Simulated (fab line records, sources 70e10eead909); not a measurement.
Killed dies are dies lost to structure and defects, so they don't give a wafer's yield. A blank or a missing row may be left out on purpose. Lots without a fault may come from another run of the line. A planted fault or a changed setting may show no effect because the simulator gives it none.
Which tool did it? | flow nand_harc | 14 lots, 42 wafers sampled, at 5 steps of a route of 1159

WHAT THE GAUGES READ, wafer by wafer
NHARC_THIN_TSV_INSPECT_40. Usual: raw_defect_count 460, standard deviation 81.
lot  | measured     | on                | raw_defect_count | flag
L793 | day 20 10:13 | defect_inspect-02 | 398 440 464      |
L795 | day 20 16:43 | defect_inspect-02 | 602 709 680      |
L796 | day 21 01:30 | defect_inspect-02 | 384 414 355      |
L798 | day 21 18:11 | defect_inspect-01 | 379 576 419      |
L802 | day 24 01:46 | defect_inspect-02 | 478 345 408      |
L801 | day 24 01:46 | defect_inspect-01 | 434 400 399      |
L804 | day 24 09:14 | defect_inspect-02 | 460 446 388      |
L799 | day 24 09:13 | defect_inspect-02 | 439 322 366      |
L800 | day 25 07:16 | defect_inspect-02 | 372 399 433      |
L810 | day 26 00:23 | defect_inspect-02 | 519 463          |
L809 | day 26 00:23 | defect_inspect-02 | 449 515          |
L813 | day 26 05:51 | defect_inspect-02 | 466 527 606      |
L816 | day 26 05:52 | defect_inspect-02 | 552 591 474      |
L815 | day 26 12:12 | defect_inspect-01 | 384 375 483      |

NHARC_END_SORT_01. Usual: defect_limited_yield 95.4 %, standard deviation 1.6; killed_at_array 28, standard deviation 11; killed_at_other 0.9, standard deviation 1.2; killed_at_periphery 2.6, standard deviation 2.1; killed_dies 31, standard deviation 11; killed_open 3.1, standard deviation 1.7; killed_short 1.9, standard deviation 1.3; sort_bin_2_pct 1.5 %, standard deviation 0.64; sort_bin_3_pct 0.26 %, standard deviation 0.21; sort_bin_4_pct 2.9 %, standard deviation 1.1; sort_n_pass 646, standard deviation 11; sort_rim_yield_pct 96.4 %, standard deviation 2.3; sort_yield_pct 95.4 %, standard deviation 1.6.
lot  | measured     | on        | defect_limited_yield (%) | killed_at_array | killed_at_other | killed_at_periphery | killed_dies | killed_open | killed_short | sort_bin_2_pct (%) | sort_bin_3_pct (%) | sort_bin_4_pct (%) | sort_n_pass | sort_rim_yield_pct (%) | sort_yield_pct (%) | flag
L793 | day 20 20:28 | prober-02 | 95.7 95.1 94.5           | 26 30 34        | 1 1 0           | 2 2 3               | 29 33 37    | 1 2 2       | 3 2 2        | 1.5 1.8 1.2        | 0 0.15 0.59        | 2.8 3.0 3.7        | 648 644 640 | 99.1 96.2 96.2         | 95.7 95.1 94.5     |
L795 | day 21 04:14 | prober-02 | 97.9 98.1 97.8           | 11 12 12        | 1 0 0           | 2 1 3               | 14 13 15    | 4 1 1       | 1 0 1        | 0.4 0.7 0.6        | 0 0 0              | 1.6 1.2 1.6        | 663 664 662 | 98.1 99.1 100.0        | 97.9 98.1 97.8     |
L796 | day 21 12:03 | prober-02 | 97.6 96.6 98.2           | 15 22 12        | 0 0 0           | 1 1 0               | 16 23 12    | 3 1 2       | 2 2 0        | 1.0 1.0 0.6        | 0.15 0.30 0.15     | 1.2 2.1 1.0        | 661 654 665 | 94.3 95.3 98.1         | 97.6 96.6 98.2     |
L798 | day 21 23:42 | prober-01 | 97.3 96.0 96.9           | 15 23 18        | 0 0 0           | 3 4 3               | 18 27 21    | 0 3 3       | 0 1 1        | 0.4 0.7 1.0        | 0 0.15 0           | 2.2 3.1 2.1        | 659 650 656 | 100.0 99.1 95.3        | 97.3 96.0 96.9     |
L802 | day 24 06:23 | prober-01 | 98.5 97.5 97.8           | 8 12 13         | 0 1 1           | 2 4 1               | 10 17 15    | 0 2 2       | 0 6 1        | 0.6 0.9 0.6        | 0.15 0.30 0        | 0.7 1.3 1.6        | 667 660 662 | 97.2 97.2 95.3         | 98.5 97.5 97.8     |
L801 | day 24 13:26 | prober-01 | 96.9 95.3 95.6           | 20 24 24        | 0 4 2           | 1 4 4               | 21 32 30    | 2 3 5       | 0 2 2        | 0.7 1.6 1.0        | 0 0.15 0.44        | 2.4 3.0 3.0        | 656 645 647 | 98.1 97.2 97.2         | 96.9 95.3 95.6     |
L804 | day 24 22:54 | prober-01 | 94.2 95.6 94.4           | 36 30 35        | 1 0 0           | 2 0 3               | 39 30 38    | 2 0 4       | 1 2 1        | 1.9 1.3 2.5        | 1.03 0.44 0.44     | 2.8 2.7 2.7        | 638 647 639 | 95.3 95.3 97.2         | 94.2 95.6 94.4     |
L799 | day 24 20:20 | prober-02 | 97.6 97.5 97.9           | 13 15 10        | 0 0 0           | 3 2 4               | 16 17 14    | 4 2 1       | 1 3 2        | 0.6 0.6 0          | 0 0 0.15           | 1.8 1.9 1.9        | 661 660 663 | 97.2 96.2 94.3         | 97.6 97.5 97.9     |
L800 | day 25 11:08 | prober-02 | 96.2 97.8 97.0           | 18 12 16        | 4 1 3           | 4 2 1               | 26 15 20    | 6 2 5       | 1 1 4        | 1.3 0.3 0.4        | 0 0.15 0           | 2.5 1.8 2.5        | 651 662 657 | 97.2 98.1 97.2         | 96.2 97.8 97.0     |
L810 | day 26 06:05 | prober-02 | 0 93.8 94.1              | 673 41 38       | 0 0 0           | 4 1 2               | 677 42 40   | 3 0 4       | 3 2 1        | 95.4 1.2 1.5       | 0.30 0.44 0.30     | 4.3 4.6 4.1        | 0 635 637   | 0 97.2 93.4            | 0 93.8 94.1        | OFF
L809 | day 26 09:20 | prober-01 | 95.1 0 93.1              | 31 668 39       | 0 1 1           | 2 8 7               | 33 677 47   | 4 4 3       | 4 1 5        | 1.5 96.2 1.6       | 0.15 0.30 0.30     | 3.2 3.5 5.0        | 644 0 630   | 98.1 0 99.1            | 95.1 0 93.1        | OFF
L813 | day 26 21:41 | prober-02 | 96.8 97.0 95.9           | 15 17 21        | 1 0 0           | 6 3 7               | 22 20 28    | 4 4 7       | 0 1 1        | 1.6 1.2 0.6        | 0 0.30 0.15        | 1.6 1.5 3.4        | 655 657 649 | 99.1 97.2 96.2         | 96.8 97.0 95.9     |
L816 | day 27 02:29 | prober-01 | 94.4 95.7 93.9           | 25 21 32        | 0 1 2           | 13 7 7              | 38 29 41    | 7 5 3       | 3 3 2        | 2.7 1.9 2.4        | 0 0.44 0           | 3.0 1.9 3.7        | 639 648 636 | 89.6 97.2 98.1         | 94.4 95.7 93.9     | OFF
L815 | day 27 14:03 | prober-02 | 93.9 95.1 94.1           | 36 30 34        | 1 1 2           | 4 2 4               | 41 33 40    | 5 2 4       | 1 2 0        | 2.5 1.9 1.9        | 0.15 0 0.59        | 3.4 3.0 3.4        | 636 644 637 | 96.2 99.1 95.3         | 93.9 95.1 94.1     |

WHICH TOOL RAN EACH LOT (tool, then ch and the chambers of the sampled wafers, then the start)
lot  | NHARC_A_M0_DEP_00               | NHARC_THIN_TSV_PVD_19                   | NHARC_THIN_TSV_PRE_CLEAN_54
L793 | pecvd-03 ch 0,2, day 18 19:35   | pvd_sputter-01, day 20 03:07 or earlier | pvd_sputter-01, day 20 03:07
L795 | pecvd-02 ch 1,2, day 19 02:53   | pvd_sputter-02, day 20 09:50 or earlier | pvd_sputter-01, day 20 09:50
L796 | pecvd-01 ch 0,1,2, day 19 08:56 | pvd_sputter-01, day 20 17:21 or earlier | pvd_sputter-02, day 20 17:21
L798 | pecvd-02 ch 0,1,2, day 20 05:12 | pvd_sputter-01, day 21 11:22 or earlier | pvd_sputter-01, day 21 11:22
L802 | pecvd-01 ch 0,1,2, day 22 10:23 | pvd_sputter-02, day 23 19:02 or earlier | pvd_sputter-03, day 23 19:02
L801 | pecvd-03 ch 0,1,2, day 22 10:28 | pvd_sputter-02, day 23 20:35 or earlier | pvd_sputter-02, day 23 20:35
L804 | pecvd-01 ch 0,1,2, day 22 20:04 | pvd_sputter-03, day 24 03:18 or earlier | pvd_sputter-03, day 24 03:18
L799 | pecvd-01 ch 1,2, day 22 20:23   | pvd_sputter-03, day 24 01:53 or earlier | pvd_sputter-02, day 24 01:53
L800 | pecvd-03 ch 0,1,2, day 23 18:27 | pvd_sputter-01, day 25 00:10 or earlier | pvd_sputter-03, day 25 00:10
L810 | pecvd-03 ch 0,2, day 24 08:32   | pvd_sputter-03, day 25 17:04 or earlier | pvd_sputter-03, day 25 17:04
L809 | pecvd-03 ch 0,1,2, day 24 08:56 | pvd_sputter-02, day 25 18:22 or earlier | pvd_sputter-01, day 25 18:22
L813 | pecvd-02 ch 0,1,2, day 24 17:13 | pvd_sputter-03, day 26 01:12 or earlier | pvd_sputter-02, day 26 01:12
L816 | pecvd-01 ch 0,1,2, day 24 19:47 | pvd_sputter-03, day 26 00:28 or earlier | pvd_sputter-03, day 26 00:28
L815 | pecvd-01 ch 1,2, day 24 20:58   | pvd_sputter-03, day 26 05:11 or earlier | pvd_sputter-01, day 26 05:11
- NHARC_A_M0_DEP_00: deposits SiOC, target thk 150 nm.
- NHARC_THIN_TSV_PVD_19: deposits TaN, target thk 20 nm.
- NHARC_THIN_TSV_PRE_CLEAN_54: time 30 s.

WHAT THE TOOLS THEMSELVES READ (means of the sampled wafers that have a number; where no wafer has one, the mark that the record gives instead)
NHARC_THIN_TSV_PVD_19. Usual: throttle_valve_pct 29.8 %, standard deviation 0.76.
lot  | tool           | throttle_valve_pct (%) | flag
L793 | pvd_sputter-01 | 29.6                   |
L795 | pvd_sputter-02 | 29.9                   |
L796 | pvd_sputter-01 | 29.3                   |
L798 | pvd_sputter-01 | 30.0                   |
L802 | pvd_sputter-02 | 30.2                   |
L801 | pvd_sputter-02 | 29.6                   |
L804 | pvd_sputter-03 | 29.3                   |
L799 | pvd_sputter-03 | 29.3                   |
L800 | pvd_sputter-01 | 29.8                   |
L810 | pvd_sputter-03 | 29.4                   |
L809 | pvd_sputter-02 | 30.0                   |
L813 | pvd_sputter-03 | 29.7                   |
L816 | pvd_sputter-03 | 29.7                   |
L815 | pvd_sputter-03 | 29.6                   |

NHARC_THIN_TSV_PRE_CLEAN_54. Usual: heater_power_w 418 W, standard deviation 33.
lot  | tool           | heater_power_w (W) | flag
L793 | pvd_sputter-01 | 418                |
L795 | pvd_sputter-01 | 422                |
L796 | pvd_sputter-02 | 392                |
L798 | pvd_sputter-01 | 424                |
L802 | pvd_sputter-03 | 406                |
L801 | pvd_sputter-02 | 441                |
L804 | pvd_sputter-03 | 405                |
L799 | pvd_sputter-02 | 432                |
L800 | pvd_sputter-03 | 395                |
L810 | pvd_sputter-03 | 437                |
L809 | pvd_sputter-01 | 438                |
L813 | pvd_sputter-02 | 410                |
L816 | pvd_sputter-03 | 414                |
L815 | pvd_sputter-01 | 440                |

THE ANSWER, worked out from the rows above alone
Rule: a lot is off if the mean of its wafers that have a number lies more than 3 standard deviations from the usual mean. A lot without any number at a reading at which 4 lots or more have one is off too. The other lots that the step has rows for count as sound. The gauges are gone through in route order, then the tools' own readings, and for those a lot's mean is taken as printed above. The first step at which some lot is off is used, and at that step the reading that is off furthest; a lot without a number counts as furthest.
Off: L810, L809, at NHARC_END_SORT_01 (sort_bin_2_pct).
A tool fits if, at a process step before that reading, it ran every lot that is off, and no sound lot after the first of them. The gauges at NHARC_END_SORT_01 are tried like those tools. NHARC_THIN_TSV_PVD_19 gives no start for some lots, so the hours and the order of its lots are those of NHARC_THIN_TSV_PRE_CLEAN_54. One fits: pecvd-03 at NHARC_A_M0_DEP_00. Its last sound lot is L800 (day 23 18:27), its first lot that is off L810 (day 24 08:32): a fault that began between those two fits.

WHAT THE SIMULATOR HAD PUT IN
Process parameter drift: pecvd-03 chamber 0, from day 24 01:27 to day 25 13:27, at NHARC_A_M0_DEP_00. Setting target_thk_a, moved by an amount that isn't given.
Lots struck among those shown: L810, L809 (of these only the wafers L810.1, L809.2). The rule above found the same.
